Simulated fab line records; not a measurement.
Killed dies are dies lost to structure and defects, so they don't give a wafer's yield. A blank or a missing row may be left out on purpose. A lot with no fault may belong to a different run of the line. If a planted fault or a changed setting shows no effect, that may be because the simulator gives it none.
Which tool did it? | flow nand-harc | 14 lots with 42 wafers sampled at 6 steps, on a route of 1302 steps

== WHAT THE GAUGES SHOWED, per wafer ==
NHARC_P_M1_CD_MEAS_09 targets a cd of 130 nm.
lot  | measured     | on        | cd-nm (nm)
L487 | day 6 13:57  | cd-sem-01 | 128.0 128.9 128.7
L489 | day 7 05:34  | cd-sem-02 | 130.2 129.4 129.9
L490 | day 7 16:00  | cd-sem-01 | 129.0 130.1 129.4
L492 | day 8 12:40  | cd-sem-02 | 129.6 131.0 130.0
L495 | day 9 11:00  | cd-sem-03 | 128.8 129.6 129.8
L496 | day 10 03:46 | cd-sem-02 | 129.2 130.5 129.8
L498 | day 10 14:46 | cd-sem-01 | 128.7 130.0 129.7
L499 | day 11 06:02 | cd-sem-01 | 129.7 129.3 129.8
L501 | day 12 06:15 | cd-sem-02 | 130.7 129.7 129.5
L502 | day 12 06:24 | cd-sem-03 | 119.2 119.9 119.8
L504 | day 13 08:01 | cd-sem-03 | 121.4 120.6 120.5
L505 | day 13 20:17 | cd-sem-03 | 129.2 129.0 129.7
L506 | day 14 03:21 | cd-sem-02 | 130.0 128.8 129.5
L508 | day 14 21:44 | cd-sem-01 | 129.0 130.3 129.8

NHARC_END_SORT_01.
lot  | measured     | on        | defect-limited-yield (%) | killed-at-array | killed-at-other | killed-at-periphery | killed-dies | killed-open | killed-short
L492 | day 26 04:32 | prober-02 | 93 93 93                 | 45 45 47        | 2 0 0           | 0 2 3               | 47 47 50    | 3 4 3       | 2 3 1
L498 | day 29 02:59 | prober-02 | 84 87 85                 | 100 86 96       | 3 2 2           | 3 2 2               | 106 90 100  | 5 6 3       | 1 2 0

== EACH LOT AND THE TOOL THAT RAN IT (in order: tool; ch and the chambers of the sampled wafers; start) ==
lot  | NHARC_P_M0_PRE_CLEAN_29                 | NHARC_P_M0_PVD_21                       | NHARC_P_M0_DEP_32               | NHARC_P_M1_PEB_07
L487 | pvd-sputter-02, day 6 12:45 or earlier  | pvd-sputter-02, day 6 12:45 or earlier  | pecvd-02 ch 0,1,2, day 6 12:45  | litho-track-06 ch 0, day 6 13:52
L489 | pvd-sputter-02, day 7 04:29 or earlier  | pvd-sputter-02, day 7 04:29 or earlier  | pecvd-01 ch 1,2, day 7 04:29    | litho-track-04 ch 0, day 7 05:28
L490 | pvd-sputter-02, day 7 14:50 or earlier  | pvd-sputter-02, day 7 14:50 or earlier  | pecvd-03 ch 0,1,2, day 7 14:50  | litho-track-04 ch 0, day 7 15:55
L492 | pvd-sputter-01, day 8 11:27 or earlier  | pvd-sputter-01, day 8 11:27 or earlier  | pecvd-02 ch 0,1, day 8 11:27    | litho-track-01 ch 0, day 8 12:35
L495 | pvd-sputter-01, day 9 09:48 or earlier  | pvd-sputter-01, day 9 09:48 or earlier  | pecvd-02 ch 0,1,2, day 9 09:48  | litho-track-04 ch 0, day 9 10:55
L496 | pvd-sputter-02, day 10 02:34 or earlier | pvd-sputter-02, day 10 02:34 or earlier | pecvd-03 ch 0,1,2, day 10 02:34 | litho-track-06 ch 0, day 10 03:41
L498 | pvd-sputter-02, day 10 13:37 or earlier | pvd-sputter-02, day 10 13:37 or earlier | pecvd-03 ch 0,1, day 10 13:37   | litho-track-01 ch 0, day 10 14:41
L499 | pvd-sputter-02, day 11 04:56 or earlier | pvd-sputter-02, day 11 04:56 or earlier | pecvd-01 ch 0,1,2, day 11 04:56 | litho-track-06 ch 0, day 11 05:57
L501 | pvd-sputter-01, day 12 05:07 or earlier | pvd-sputter-01, day 12 05:07 or earlier | pecvd-03 ch 1,2, day 12 05:07   | litho-track-04 ch 0, day 12 06:10
L502 | pvd-sputter-02, day 12 05:10 or earlier | pvd-sputter-02, day 12 05:10 or earlier | pecvd-01 ch 0,1, day 12 05:10   | litho-track-06 ch 0, day 12 06:19
L504 | pvd-sputter-02, day 13 06:53 or earlier | pvd-sputter-02, day 13 06:53 or earlier | pecvd-03 ch 0,1, day 13 06:53   | litho-track-06 ch 0, day 13 07:56
L505 | pvd-sputter-03, day 13 19:05 or earlier | pvd-sputter-03, day 13 19:05 or earlier | pecvd-03 ch 1,2, day 13 19:05   | litho-track-04 ch 0, day 13 20:12
L506 | pvd-sputter-01, day 14 02:08 or earlier | pvd-sputter-01, day 14 02:08 or earlier | pecvd-02 ch 1,2, day 14 02:08   | litho-track-01 ch 0, day 14 03:17
L508 | pvd-sputter-03, day 14 20:32 or earlier | pvd-sputter-03, day 14 20:32 or earlier | pecvd-03 ch 0,1, day 14 20:32   | litho-track-04 ch 0, day 14 21:40
- NHARC_P_M0_PRE_CLEAN_29: time 30 s.
- NHARC_P_M0_PVD_21: deposits Cu, target thk 30 nm, time 20.49 s.
- NHARC_P_M0_DEP_32: deposits SiCN, target thk 30 nm.
- NHARC_P_M1_PEB_07: peb time 65 s.

== WHAT THE TOOLS THEMSELVES READ (means of the sampled wafers that have a number; where no wafer has one, the mark that the record gives instead) ==
NHARC_P_M0_PRE_CLEAN_29.
lot  | tool           | heater-power-w (W)
L487 | pvd-sputter-02 | 400
L489 | pvd-sputter-02 | 404
L490 | pvd-sputter-02 | 396
L492 | pvd-sputter-01 | 399
L495 | pvd-sputter-01 | 394
L496 | pvd-sputter-02 | 423
L498 | pvd-sputter-02 | 416
L499 | pvd-sputter-02 | 427
L501 | pvd-sputter-01 | 393
L502 | pvd-sputter-02 | 405
L504 | pvd-sputter-02 | 372
L505 | pvd-sputter-03 | 412
L506 | pvd-sputter-01 | 392
L508 | pvd-sputter-03 | 413

NHARC_P_M0_PVD_21.
lot  | tool           | throttle-valve-pct (%)
L487 | pvd-sputter-02 | 30.5
L489 | pvd-sputter-02 | 30.2
L490 | pvd-sputter-02 | 30.4
L492 | pvd-sputter-01 | 29.8
L495 | pvd-sputter-01 | 29.6
L496 | pvd-sputter-02 | 30.2
L498 | pvd-sputter-02 | 30.4
L499 | pvd-sputter-02 | 30.2
L501 | pvd-sputter-01 | 28.5
L502 | pvd-sputter-02 | 30.4
L504 | pvd-sputter-02 | 30.4
L505 | pvd-sputter-03 | 28.9
L506 | pvd-sputter-01 | 29.3
L508 | pvd-sputter-03 | 29.2

NHARC_P_M0_DEP_32.
lot  | tool     | heater-power-w (W)
L487 | pecvd-02 | 559
L489 | pecvd-01 | 497
L490 | pecvd-03 | 609
L492 | pecvd-02 | 473
L495 | pecvd-02 | 544
L496 | pecvd-03 | 572
L498 | pecvd-03 | 600
L499 | pecvd-01 | 485
L501 | pecvd-03 | 533
L502 | pecvd-01 | 538
L504 | pecvd-03 | 630
L505 | pecvd-03 | 523
L506 | pecvd-02 | 545
L508 | pecvd-03 | 577

NHARC_P_M1_PEB_07.
lot  | tool           | exhaust-pa (Pa) | heater-power-total-W (W) | plate-temp-C (C)
L487 | litho-track-06 | 44.5            | 156.9                    | 100.08
L489 | litho-track-04 | 45.2            | 157.1                    | 100.12
L490 | litho-track-04 | 44.8            | 156.0                    | 100.06
L492 | litho-track-01 | 45.7            | 156.2                    | 100.21
L495 | litho-track-04 | 45.5            | 156.6                    | 100.02
L496 | litho-track-06 | 43.8            | 157.0                    | 100.09
L498 | litho-track-01 | 44.5            | 156.6                    | 99.86
L499 | litho-track-06 | 45.1            | 156.5                    | 100.11
L501 | litho-track-04 | 45.5            | 156.5                    | 100.13
L502 | litho-track-06 | 44.5            | 151.5                    | 97.58
L504 | litho-track-06 | 45.8            | 151.4                    | 97.63
L505 | litho-track-04 | 45.0            | 156.4                    | 100.06
L506 | litho-track-01 | 43.9            | 156.3                    | 100.13
L508 | litho-track-04 | 44.3            | 156.4                    | 100.14

== THE ANSWER, worked out from the rows above alone ==
Rule: the usual values come from the lots themselves. Put in order of their means at a reading, lots are off if they are a third of the lots or fewer, leave a main group of 4 or more, and stand apart from it by a gap of 3 or more times the standard deviation of the main group's means; of several such gaps the widest counts. A main group is skipped when, at the precision printed for the reading in the tables above, its means are all equal. Also off: a lot with no number at a reading for which 4 or more lots have one. The other lots that the step has rows for count as sound. The gauges are gone through in route order, then the tools' own readings, and for those a lot's mean is taken as printed above. The first step at which some lot is off is used, and at that step the reading that is off furthest; a lot without a number counts as furthest.
Off: L502, L504, at NHARC_P_M1_CD_MEAS_09 (cd-nm). The main group: mean 129.6 nm, standard deviation 0.4.
A tool fits if, at a process step before that reading, it ran every lot that is off, and no sound lot after the first of them. The gauges at NHARC_P_M1_CD_MEAS_09 aren't tried: what is off there is off at NHARC_P_M1_PEB_07 too, on other tools, and a gauge's error can't cause that. With no start given for some of its lots, NHARC_P_M0_PRE_CLEAN_29 uses the hours and lot order of NHARC_P_M0_DEP_32. With no start given for some of its lots, NHARC_P_M0_PVD_21 uses the hours and lot order of NHARC_P_M0_DEP_32. Undecided on this evidence; 2 tools fit (pvd-sputter-02 at NHARC_P_M0_PRE_CLEAN_29 and NHARC_P_M0_PVD_21, litho-track-06 at NHARC_P_M1_PEB_07).

== WHAT THE SIMULATOR PUT IN ==
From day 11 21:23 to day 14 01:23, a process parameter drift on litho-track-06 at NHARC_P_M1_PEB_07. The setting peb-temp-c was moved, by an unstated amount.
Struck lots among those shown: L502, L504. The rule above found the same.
